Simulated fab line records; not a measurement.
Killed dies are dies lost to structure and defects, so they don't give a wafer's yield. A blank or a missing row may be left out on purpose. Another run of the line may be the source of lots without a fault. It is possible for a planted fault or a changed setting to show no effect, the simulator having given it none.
fab line records ; flow n5_finfet ; part 1 of 2: steps 1 to 4 of 6
[record] lots = 24; wafers = 72; last_day = 17
route steps=1938 shown DUMMY_GATE@237 SD_EPI_N@275 ILD0@339 SDB@363
lots that met no fault: from a run of the same line without faults
start_h: start of the lot's first displayed wafer, in hours after the record's first day ; wait_h: hours since the lot's step before ; " the same as in the row above ; L1.1+2: a row that stands for several wafers ; - no value, or no start was given ; * or withheld: withheld ; < > ~ a bound
route shown NAME@n: names a module that has steps shown in the file, with the first one's number in the route ; usual: mean/standard deviation of fault-free wafers ; same: alike in all rows ; chamber/n: place in a boat ; sites: readings site by site ; _std_site: how widely they spread, as a standard deviation ; _edge_site: the outer-site mean with the inner-site mean subtracted ; radius_mm: how far each site lies from the wafer's centre ; mask NAME#n: copy n ; behind: tool/chamber where the wafer was last shaped ; hold: why the lot was held/for how many hours/how that ended ; device: names the non-switching transistor (n, p or np) ; end of line: tests of these same wafers at the route's end ; for a step that has no rows: nothing shown but its recipe ; killed: the dies lost at the first sort to structure and to defects; this is not the yield of the wafer ; map: a wafer's dies, marking killed ones x, the rest . and places with no die _
set.NAME: the setting the step ran with; set.NAME@STEP: the setting that earlier step ran with ; model.NAME: the simulator's own value behind a step, which no gauge read
steps of the route over a sample of lots; a table a step, a row a wafer
services: a tool's chamber out of use, with start hour (start_h, from the record's first day; less than 0 if before it), hours out, and reason
[[steps]]
[step N5_DUMMY_GATE_ETCH_37]
[recipe] chemistry = N2/H2; target = SOC; target_depth_a = 600; overetch_a = 300; temp_c = 40; ion_energy_ev = 200; pressure_mtorr = 30; source_w = 840; bias_w = 150; n2_flow_sccm = 200; h2_flow_sccm = 200
[usual] drypump_motor_current_A = 5.8/0.43; oes_product_au = 0.61/0.062; rf_vpp_V = 524.7/2.2; showerhead_plenum_p_Torr = 2.57/0.073; throttle_valve_pct = 17.93/0.25
lot.wafer;tool;chamber;start_h;wait_h;drypump_motor_current_A;oes_product_au;rf_hours_counter_h;rf_vpp_V;showerhead_plenum_p_Torr;throttle_valve_pct
L074.2;rie_diel-03;2;46.45;0.0;6.4;0.60;125;521.3;2.53;17.56
L074.3;rie_diel-03;1;46.45;0.0;5.7;0.61;131;525.0;2.54;18.01
L074.5;rie_diel-03;0;46.45;0.0;6.1;0.62;-;526.5;2.65;17.45
L075.1;rie_diel-01;3;52.80;0.0;6.3;0.56;213;523.2;2.51;17.79
L075.3;rie_diel-01;2;52.80;0.0;5.4;0.73;20;524.9;2.61;18.22
L075.5;rie_diel-01;0;52.80;0.0;5.1;0.61;-;526.4;2.66;17.74
L076.1;rie_diel-01;0;59.14;0.0;5.1;0.61;138;526.1;2.66;17.72
L076.3;rie_diel-01;1;59.14;0.0;5.7;0.57;209;522.3;2.52;17.81
L076.5;rie_diel-01;3;59.14;0.0;6.4;0.56;-;523.8;2.51;17.81
L077.1;rie_diel-01;2;64.51;0.0;5.4;0.73;24;524.5;2.61;18.21
L077.3;rie_diel-01;0;64.51;0.0;5.1;0.61;139;525.8;2.66;17.73
L077.6;rie_diel-01;3;64.51;0.0;6.4;0.55;-;522.7;2.51;17.79
L078.1;rie_diel-01;1;71.98;0.0;5.6;0.57;212;522.9;2.52;17.80
L078.3;rie_diel-01;2;71.98;0.0;5.4;0.72;26;524.8;2.61;18.23
L078.6;rie_diel-01;2;71.98;0.0;5.4;0.73;-;524.1;2.61;18.23
L079.1;rie_diel-01;2;78.85;0.0;5.4;0.72;29;525.5;2.61;18.22
L079.3;rie_diel-01;0;78.85;0.0;5.1;0.60;144;527.8;2.65;17.75
L079.6;rie_diel-01;1;78.85;0.0;5.7;0.56;-;523.4;2.52;17.80
L080.1;rie_diel-01;2;86.58;0.0;5.4;0.72;31;526.0;2.61;18.21
L080.3;rie_diel-01;0;86.58;0.0;5.1;0.60;146;527.8;2.65;17.75
L080.5;rie_diel-01;2;86.58;0.0;5.4;0.72;-;525.8;2.61;18.23
L081.2;rie_diel-01;1;88.15;0.0;5.7;0.56;219;522.2;2.51;17.82
L081.3;rie_diel-01;2;88.15;0.0;5.4;0.72;32;525.0;2.61;18.22
L081.5;rie_diel-01;1;88.15;0.0;5.6;0.56;-;522.4;2.52;17.80
L082.1;rie_diel-03;0;98.05;0.0;6.1;0.62;137;527.1;2.64;17.49
L082.2;rie_diel-03;2;98.05;0.0;6.4;0.60;142;524.5;2.53;17.58
L082.3;rie_diel-03;1;98.05;0.0;5.7;0.59;149;524.0;2.53;18.04
L083.2;rie_diel-03;0;102.14;0.0;6.1;0.61;138;527.1;2.64;17.48
L083.4;rie_diel-03;3;102.14;0.0;6.6;0.75;10;529.5;2.70;17.51
L083.5;rie_diel-03;3;102.14;0.0;6.5;0.76;-;529.5;2.70;17.52
L084.2;rie_diel-02;2;106.59;0.0;6.0;0.60;153;525.8;2.66;18.06
L084.3;rie_diel-02;3;106.59;0.0;5.8;0.57;185;522.0;2.52;18.33
L084.5;rie_diel-02;1;106.59;0.0;5.7;0.59;-;522.2;2.42;18.08
L085.3;rie_diel-01;2;114.17;0.0;5.4;0.70;42;524.7;2.60;18.26
L085.4;rie_diel-01;0;114.17;0.0;5.2;0.59;157;527.6;2.65;17.76
L085.6;rie_diel-01;1;114.17;0.0;5.6;0.56;-;524.0;2.51;17.83
L086.1;rie_diel-01;0;119.04;0.0;5.1;0.59;158;526.6;2.65;17.76
L086.3;rie_diel-01;2;119.04;0.0;5.4;0.70;44;524.3;2.60;18.25
L086.4;rie_diel-01;1;119.04;0.0;5.7;0.55;230;523.2;2.51;17.83
L087.1;rie_diel-02;2;124.38;0.0;6.0;0.60;159;526.3;2.66;18.08
L087.3;rie_diel-02;3;124.38;0.0;5.8;0.56;191;523.0;2.51;18.33
L087.6;rie_diel-02;0;124.38;0.0;5.9;0.56;-;525.8;2.63;18.18
L088.1;rie_diel-02;1;130.67;0.0;5.7;0.58;174;521.1;2.42;18.08
L088.3;rie_diel-02;0;130.67;0.0;6.0;0.56;228;526.5;2.63;18.16
L088.5;rie_diel-02;0;130.67;0.0;5.9;0.56;-;526.8;2.63;18.15
L089.4;rie_diel-01;1;136.97;0.0;5.7;0.55;235;523.0;2.51;17.86
L089.5;rie_diel-01;2;136.97;0.0;5.4;0.70;-;526.6;2.60;18.26
L089.6;rie_diel-01;3;136.97;0.0;6.4;0.55;-;522.9;2.50;17.81
L090.1;rie_diel-01;1;142.00;0.0;5.7;0.54;237;523.6;2.51;17.86
L090.2;rie_diel-01;2;142.00;0.0;5.4;0.69;52;526.4;2.60;18.28
L090.5;rie_diel-01;2;142.00;0.0;5.5;0.69;-;525.4;2.60;18.27
L091.2;rie_diel-02;3;150.45;0.0;5.7;0.56;200;521.8;2.51;18.36
L091.3;rie_diel-02;1;150.45;0.0;5.7;0.58;181;521.9;2.42;18.11
L091.4;rie_diel-02;2;150.45;0.0;6.0;0.60;167;526.6;2.65;18.11
L092.2;rie_diel-01;3;155.98;0.0;6.4;0.55;235;522.4;2.50;17.81
L092.5;rie_diel-01;1;155.98;0.0;5.7;0.54;-;522.9;2.51;17.86
L092.6;rie_diel-01;0;155.98;0.0;5.1;0.59;-;526.7;2.64;17.78
L093.2;rie_diel-03;1;162.44;0.0;5.7;0.58;166;523.3;2.52;18.08
L093.4;rie_diel-03;3;162.44;0.0;6.6;0.72;29;529.4;2.70;17.55
L093.5;rie_diel-03;3;162.44;0.0;6.6;0.73;-;528.6;2.70;17.56
L094.1;rie_diel-01;1;166.12;0.0;5.7;0.54;244;522.3;2.50;17.87
L094.4;rie_diel-01;2;166.12;0.0;5.4;0.68;59;525.5;2.60;18.28
L094.6;rie_diel-01;0;166.12;0.0;5.1;0.58;-;527.4;2.64;17.79
L095.1;rie_diel-01;0;172.28;0.0;5.1;0.59;172;526.1;2.64;17.79
L095.3;rie_diel-01;1;172.28;0.0;5.6;0.54;246;520.3;2.50;17.86
L095.4;rie_diel-01;2;172.28;0.0;5.4;0.68;61;524.3;2.59;18.29
L096.1;rie_diel-02;3;184.82;0.0;5.7;0.54;211;523.0;2.51;18.37
L096.3;rie_diel-02;2;184.82;0.0;6.0;0.59;178;525.8;2.65;18.12
L096.4;rie_diel-02;1;184.82;0.0;5.7;0.57;192;520.5;2.41;18.11
L097.2;rie_diel-03;2;191.01;0.0;6.4;0.57;170;522.6;2.51;17.64
L097.5;rie_diel-03;1;191.01;0.0;5.7;0.58;-;524.4;2.52;18.10
L097.6;rie_diel-03;0;191.01;0.0;6.1;0.60;-;527.3;2.63;17.52
[step N5_SD_EPI_N_ETCH_35]
[recipe] chemistry = N2/H2; target = SOC; overetch_a = 1080; mask_material = SiARC; temp_c = 40; ion_energy_ev = 100; source_w = 3000; bias_w = 133; pressure_mtorr = 20; time_s = 486; n2_flow_sccm = 200; h2_flow_sccm = 200
[usual] drypump_motor_current_A = 5.8/0.59; oes_product_au = 0.68/0.071; rf_vpp_V = 240.8/1.3; showerhead_plenum_p_Torr = 2.54/0.09; throttle_valve_pct = 23.97/0.3
lot.wafer;tool;chamber;start_h;wait_h;drypump_motor_current_A;oes_product_au;rf_hours_counter_h;rf_vpp_V;showerhead_plenum_p_Torr;throttle_valve_pct
L074.2;rie_diel-05;0;48.82;0.0;4.8;0.64;193;238.2;2.42;23.96
L074.3;rie_diel-05;3;48.82;0.0;6.3;0.64;219;240.5;2.63;23.88
L074.5;rie_diel-05;1;48.82;0.0;5.3;0.63;-;238.7;2.42;24.29
L075.1;rie_diel-04;2;55.67;0.0;5.6;0.62;213;241.3;2.50;23.83
L075.3;rie_diel-04;0;55.67;0.0;6.7;0.69;142;241.3;2.65;23.76
L075.5;rie_diel-04;3;55.67;0.0;6.2;0.73;-;239.3;2.46;24.25
L076.1;rie_diel-06;2;61.21;0.0;5.1;0.76;46;241.9;2.70;23.71
L076.3;rie_diel-06;0;61.21;0.0;6.2;0.64;203;239.6;2.53;24.20
L076.5;rie_diel-06;0;61.21;0.0;6.2;0.64;-;241.0;2.52;24.18
L077.1;rie_diel-04;2;68.06;0.0;5.7;0.62;217;241.8;2.50;23.84
L077.3;rie_diel-04;0;68.06;0.0;6.7;0.68;146;241.5;2.65;23.77
L077.6;rie_diel-04;2;68.06;0.0;5.7;0.61;-;240.6;2.50;23.84
L078.1;rie_diel-06;3;74.17;0.0;5.9;0.75;57;240.1;2.58;23.71
L078.3;rie_diel-06;2;74.17;0.0;5.1;0.75;50;240.5;2.70;23.75
L078.6;rie_diel-06;1;74.17;0.0;4.8;0.65;-;241.9;2.52;23.67
L079.1;rie_diel-04;3;81.26;0.0;6.2;0.72;89;240.1;2.45;24.28
L079.3;rie_diel-04;0;81.26;0.0;6.7;0.68;150;240.6;2.65;23.77
L079.6;rie_diel-04;1;81.26;0.0;5.9;0.64;-;242.8;2.61;24.32
L080.1;rie_diel-04;1;89.38;0.0;5.9;0.64;203;242.6;2.61;24.34
L080.3;rie_diel-04;3;89.38;0.0;6.2;0.71;92;240.3;2.45;24.27
L080.5;rie_diel-04;2;89.38;0.0;5.7;0.61;-;241.1;2.50;23.83
L081.2;rie_diel-05;0;90.63;0.0;4.8;0.63;209;238.7;2.41;23.97
L081.3;rie_diel-05;1;90.63;0.0;5.3;0.62;220;238.3;2.41;24.30
L081.5;rie_diel-05;0;90.63;0.0;4.8;0.62;-;241.0;2.41;23.96
L082.1;rie_diel-04;2;100.19;0.0;5.6;0.61;228;239.6;2.49;23.86
L082.2;rie_diel-04;0;100.19;0.0;6.7;0.68;157;242.1;2.65;23.76
L082.3;rie_diel-04;3;100.19;0.0;6.2;0.72;95;239.6;2.45;24.29
L083.2;rie_diel-05;2;104.96;0.0;5.3;0.81;19;239.6;2.59;23.36
L083.4;rie_diel-05;1;104.96;0.0;5.3;0.62;225;240.2;2.41;24.31
L083.5;rie_diel-05;2;104.96;0.0;5.3;0.82;-;241.3;2.59;23.38
L084.2;rie_diel-04;1;108.93;0.0;5.8;0.64;209;240.8;2.61;24.35
L084.3;rie_diel-04;3;108.93;0.0;6.2;0.71;97;241.6;2.45;24.30
L084.5;rie_diel-04;2;108.93;0.0;5.7;0.61;-;238.9;2.49;23.85
L085.3;rie_diel-05;1;116.56;0.0;5.3;0.62;229;238.9;2.41;24.30
L085.4;rie_diel-05;0;116.56;0.0;4.8;0.62;218;240.2;2.41;23.97
L085.6;rie_diel-05;3;116.56;0.0;6.3;0.63;-;241.3;2.62;23.91
L086.1;rie_diel-06;0;121.26;0.0;6.2;0.63;224;239.4;2.52;24.23
L086.3;rie_diel-06;2;121.26;0.0;5.1;0.73;66;243.2;2.69;23.75
L086.4;rie_diel-06;3;121.26;0.0;5.9;0.73;73;241.5;2.58;23.71
L087.1;rie_diel-04;3;126.76;0.0;6.2;0.70;103;239.0;2.45;24.30
L087.3;rie_diel-04;2;126.76;0.0;5.7;0.61;238;239.4;2.49;23.85
L087.6;rie_diel-04;1;126.76;0.0;5.9;0.64;-;241.9;2.61;24.36
L088.1;rie_diel-04;0;132.81;0.0;6.7;0.67;168;243.3;2.64;23.78
L088.3;rie_diel-04;3;132.81;0.0;6.2;0.70;105;239.6;2.45;24.29
L088.5;rie_diel-04;2;132.81;0.0;5.7;0.60;-;240.7;2.49;23.86
L089.4;rie_diel-04;1;139.78;0.2;5.9;0.63;-;241.2;2.60;24.37
L089.5;rie_diel-04;2;139.78;0.2;5.7;0.61;-;241.0;2.49;23.88
L089.6;rie_diel-04;3;139.78;0.2;6.2;0.70;-;240.8;2.45;24.29
L090.1;rie_diel-05;2;145.04;0.0;5.3;0.78;35;241.8;2.58;23.38
L090.2;rie_diel-05;0;145.04;0.0;4.8;0.62;230;239.5;2.40;23.97
L090.5;rie_diel-05;2;145.04;0.0;5.3;0.79;-;241.8;2.58;23.39
L091.2;rie_diel-05;3;152.61;0.0;6.3;0.89;0;240.0;2.61;23.72
L091.3;rie_diel-05;1;152.61;0.0;5.3;0.61;244;239.2;2.40;24.34
L091.4;rie_diel-05;2;152.61;0.0;5.3;0.78;38;243.7;2.58;23.39
L092.2;rie_diel-06;1;158.13;0.0;4.8;0.64;199;240.7;2.50;23.73
L092.5;rie_diel-06;2;158.13;0.0;5.1;0.71;-;243.1;2.69;23.77
L092.6;rie_diel-06;1;158.13;0.0;4.8;0.64;-;241.7;2.50;23.72
L093.2;rie_diel-06;3;165.26;0.0;5.9;0.72;90;241.6;2.57;23.74
L093.4;rie_diel-06;0;165.26;0.0;6.3;0.62;239;239.8;2.51;24.23
L093.5;rie_diel-06;3;165.26;0.0;5.9;0.71;-;242.0;2.57;23.73
L094.1;rie_diel-05;3;168.97;0.0;6.3;0.85;5;240.7;2.61;23.70
L094.4;rie_diel-05;2;168.97;0.0;5.3;0.77;44;240.7;2.58;23.39
L094.6;rie_diel-05;3;168.97;0.0;6.4;0.85;-;241.1;2.61;23.72
L095.1;rie_diel-04;1;174.73;0.0;5.9;0.62;236;241.7;2.60;24.39
L095.3;rie_diel-04;3;174.73;0.0;6.2;0.69;123;239.6;2.44;24.32
L095.4;rie_diel-04;0;174.73;0.0;6.7;0.66;-;242.3;2.63;23.79
L096.1;rie_diel-05;1;187.97;0.0;5.3;0.89;0;243.4;2.72;24.07
L096.3;rie_diel-05;3;187.97;0.0;6.3;0.83;12;241.1;2.61;23.72
L096.4;rie_diel-05;0;187.97;0.0;4.8;0.61;245;239.4;2.40;24.02
L097.2;rie_diel-04;0;193.83;0.0;6.7;0.66;189;243.9;2.63;23.80
L097.5;rie_diel-04;2;193.83;0.0;5.6;0.87;-;239.2;2.48;23.64
L097.6;rie_diel-04;3;193.83;0.0;6.3;0.68;-;240.0;2.44;24.33
[step N5_ILD0_THK_MEAS_04]
[usual] thk_nm = 197.6/1.4
lot.wafer;tool;chamber;start_h;wait_h;thk_nm
L074.2;film_metro-01;-;63.21;-;198.0
L074.3;film_metro-01;-;63.21;-;198.8
L074.5;film_metro-01;-;63.21;-;198.2
L075.1;film_metro-01;-;67.36;-;196.8
L075.3;film_metro-01;-;67.36;-;198.1
L075.5;film_metro-01;-;67.36;-;198.2
L076.1;film_metro-01;-;72.70;-;196.7
L076.3;film_metro-01;-;72.70;-;198.8
L076.5;film_metro-01;-;72.70;-;196.3
L077.1;film_metro-01;-;79.63;-;197.4
L077.3;film_metro-01;-;79.63;-;198.2
L077.6;film_metro-01;-;79.63;-;199.1
L078.1;film_metro-01;-;86.45;-;197.4
L078.3;film_metro-01;-;86.45;-;198.3
L078.6;film_metro-01;-;86.45;-;198.2
L079.1;film_metro-01;-;94.17;-;197.1
L079.3;film_metro-01;-;94.17;-;199.3
L079.6;film_metro-01;-;94.17;-;198.4
L080.1;film_metro-01;-;100.91;-;198.8
L080.3;film_metro-01;-;100.91;-;197.3
L080.5;film_metro-01;-;100.91;-;197.5
L081.2;film_metro-02;-;104.18;-;198.9
L081.3;film_metro-02;-;104.18;-;195.4
L081.5;film_metro-02;-;104.18;-;198.4
L082.1;film_metro-02;-;111.70;-;199.0
L082.2;film_metro-02;-;111.70;-;198.3
L082.3;film_metro-02;-;111.70;-;198.4
L083.2;film_metro-01;-;118.58;-;196.8
L083.4;film_metro-01;-;118.58;-;197.0
L083.5;film_metro-01;-;118.58;-;197.4
L084.2;film_metro-01;-;120.51;-;197.9
L084.3;film_metro-01;-;120.51;-;196.7
L084.5;film_metro-01;-;120.51;-;196.5
L085.3;film_metro-02;-;128.44;-;199.7
L085.4;film_metro-02;-;128.44;-;196.3
L085.6;film_metro-02;-;128.44;-;196.5
L086.1;film_metro-02;-;132.83;-;196.6
L086.3;film_metro-02;-;132.83;-;199.3
L086.4;film_metro-02;-;132.83;-;199.6
L087.1;film_metro-02;-;138.52;-;193.9
L087.3;film_metro-02;-;138.52;-;198.2
L087.6;film_metro-02;-;138.52;-;198.1
L088.1;film_metro-02;-;145.11;-;194.9
L088.3;film_metro-02;-;145.11;-;198.2
L088.5;film_metro-02;-;145.11;-;200.5
L089.4;film_metro-01;-;151.22;-;194.9
L089.5;film_metro-01;-;151.22;-;196.9
L089.6;film_metro-01;-;151.22;-;196.4
L090.1;film_metro-02;-;156.79;-;195.1
L090.2;film_metro-02;-;156.79;-;197.0
L090.5;film_metro-02;-;156.79;-;198.0
L091.2;film_metro-01;-;164.30;-;199.2
L091.3;film_metro-01;-;164.30;-;196.9
L091.4;film_metro-01;-;164.30;-;199.4
L092.2;film_metro-01;-;169.70;-;197.0
L092.5;film_metro-01;-;169.70;-;198.1
L092.6;film_metro-01;-;169.70;-;196.7
L093.2;film_metro-01;-;178.21;-;199.1
L093.4;film_metro-01;-;178.21;-;198.4
L093.5;film_metro-01;-;178.21;-;196.7
L094.1;film_metro-01;-;182.17;-;196.0
L094.4;film_metro-01;-;182.17;-;198.9
L094.6;film_metro-01;-;182.17;-;198.7
L095.1;film_metro-01;-;186.14;-;199.7
L095.3;film_metro-01;-;186.14;-;197.4
L095.4;film_metro-01;-;186.14;-;196.6
L096.1;film_metro-02;-;200.33;-;196.9
L096.3;film_metro-02;-;200.33;-;199.5
L096.4;film_metro-02;-;200.33;-;195.1
L097.2;film_metro-02;-;206.76;-;197.1
L097.5;film_metro-02;-;206.76;-;197.3
L097.6;film_metro-02;-;206.76;-;198.5
[step N5_ILD0_THK_MEAS_13]
[usual] thk_nm = 17.3/1.6
lot.wafer;tool;chamber;start_h;wait_h;thk_nm
L074.2;film_metro-02;-;66.89;-;19.5
L074.3;film_metro-02;-;66.89;-;15.9
L074.5;film_metro-02;-;66.89;-;15.1
L075.1;film_metro-01;-;70.90;-;18.3
L075.3;film_metro-01;-;70.90;-;17.8
L075.5;film_metro-01;-;70.90;-;20.8
L076.1;film_metro-01;-;76.24;-;21.0
L076.3;film_metro-01;-;76.24;-;17.7
L076.5;film_metro-01;-;76.24;-;17.7
L077.1;film_metro-02;-;83.38;-;17.5
L077.3;film_metro-02;-;83.38;-;16.3
L077.6;film_metro-02;-;83.38;-;17.5
L078.1;film_metro-02;-;90.75;-;20.9
L078.3;film_metro-02;-;90.75;-;18.9
L078.6;film_metro-02;-;90.75;-;17.3
L079.1;film_metro-02;-;97.70;-;16.4
L079.3;film_metro-02;-;97.70;-;16.3
L079.6;film_metro-02;-;97.70;-;16.1
L080.1;film_metro-02;-;104.46;-;16.5
L080.3;film_metro-02;-;104.46;-;16.7
L080.5;film_metro-02;-;104.46;-;16.3
L081.2;film_metro-01;-;107.81;-;16.8
L081.3;film_metro-01;-;107.81;-;18.4
L081.5;film_metro-01;-;107.81;-;16.8
L082.1;film_metro-01;-;116.51;-;16.8
L082.2;film_metro-01;-;116.51;-;15.5
L082.3;film_metro-01;-;116.51;-;14.7
L083.2;film_metro-01;-;122.40;-;17.3
L083.4;film_metro-01;-;122.40;-;16.3
L083.5;film_metro-01;-;122.40;-;18.2
L084.2;film_metro-01;-;124.26;-;20.8
L084.3;film_metro-01;-;124.26;-;15.8
L084.5;film_metro-01;-;124.26;-;15.2
L085.3;film_metro-01;-;131.97;-;16.8
L085.4;film_metro-01;-;131.97;-;17.7
L085.6;film_metro-01;-;131.97;-;17.4
L086.1;film_metro-02;-;136.44;-;16.9
L086.3;film_metro-02;-;136.44;-;17.1
L086.4;film_metro-02;-;136.44;-;17.2
L087.1;film_metro-01;-;142.24;-;15.5
L087.3;film_metro-01;-;142.24;-;16.9
L087.6;film_metro-01;-;142.24;-;17.4
L088.1;film_metro-01;-;148.65;-;16.3
L088.3;film_metro-01;-;148.65;-;18.5
L088.5;film_metro-01;-;148.65;-;17.1
L089.4;film_metro-02;-;155.19;-;15.8
L089.5;film_metro-02;-;155.19;-;18.2
L089.6;film_metro-02;-;155.19;-;19.6
L090.1;film_metro-02;-;160.34;-;19.3
L090.2;film_metro-02;-;160.34;-;15.4
L090.5;film_metro-02;-;160.34;-;17.3
L091.2;film_metro-02;-;167.84;-;16.8
L091.3;film_metro-02;-;167.84;-;16.2
L091.4;film_metro-02;-;167.84;-;16.7
L092.2;film_metro-02;-;173.24;-;17.8
L092.5;film_metro-02;-;173.24;-;18.9
L092.6;film_metro-02;-;173.24;-;14.8
L093.2;film_metro-02;-;182.40;-;15.5
L093.4;film_metro-02;-;182.40;-;17.9
L093.5;film_metro-02;-;182.40;-;18.3
L094.1;film_metro-01;-;185.71;-;17.0
L094.4;film_metro-01;-;185.71;-;16.9
L094.6;film_metro-01;-;185.71;-;15.2
L095.1;film_metro-02;-;189.68;-;20.6
L095.3;film_metro-02;-;189.68;-;17.2
L095.4;film_metro-02;-;189.68;-;15.7
L096.1;film_metro-01;-;204.05;-;19.2
L096.3;film_metro-01;-;204.05;-;15.3
L096.4;film_metro-01;-;204.05;-;17.1
L097.2;film_metro-01;-;210.30;-;15.1
L097.5;film_metro-01;-;210.30;-;19.8
L097.6;film_metro-01;-;210.30;-;17.7
